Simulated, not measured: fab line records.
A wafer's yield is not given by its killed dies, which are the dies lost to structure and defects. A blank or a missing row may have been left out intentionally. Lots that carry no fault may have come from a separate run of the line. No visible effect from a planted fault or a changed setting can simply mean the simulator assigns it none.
Chamber matching | flow nand harc | 3 sister chambers for NHARC_P_M0_PRE_CLEAN_31 on pecvd-03
The step time 12 s. 6 wafers are shown with their chamber, then 7 later ones without.

WAFERS WITH THEIR CHAMBER
wafer  | chamber | heater power outer w (W) | heater power w (W)
L083.5 | 2       | 404                      | 646
L085.1 | 2       | 431                      | 706
L085.5 | 0       | 491                      | 783
L085.6 | 1       | 340                      | 592
L087.2 | 0       | 479                      | 781
L087.3 | 1       | 345                      | 562

WAFERS WITHOUT THEIR CHAMBER
wafer  | heater power outer w (W) | heater power w (W)
L087.5 | 505                      | 739
L094.3 | 341                      | 587
L094.4 | 483                      | 754
L094.5 | 442                      | 712
L096.1 | 465                      | 752
L096.3 | 318                      | 570
L096.6 | 461                      | 728

WHICH CHAMBER EACH WENT THROUGH
wafer  | from the rows above     | in truth
L087.5 | 0                       | 0
L094.3 | 1                       | 1
L094.4 | 0                       | 0
L094.5 | can't be placed: 2 or 0 | 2
L096.1 | 0                       | 0
L096.3 | 1                       | 1
L096.6 | can't be placed: 0 or 2 | 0
Correctly placed: 5 of 7. Not placeable from these rows: 2 (in 2, the candidates include the true chamber). 0 placed wrongly.
How it was worked out, from the rows above alone: a wafer's distance from a chamber is the root of the sum, over the readings, of the square of ((its reading less the chamber's mean) divided by the reading's scatter). The wafer belongs to the nearest chamber; if the next one is less than 2 further off, it can't be placed. A chamber's mean is the mean of its shown wafers. The scatter: the root of (the sum of the squares of (reading less its chamber's mean) over the shown wafers, divided by (wafers less chambers)).
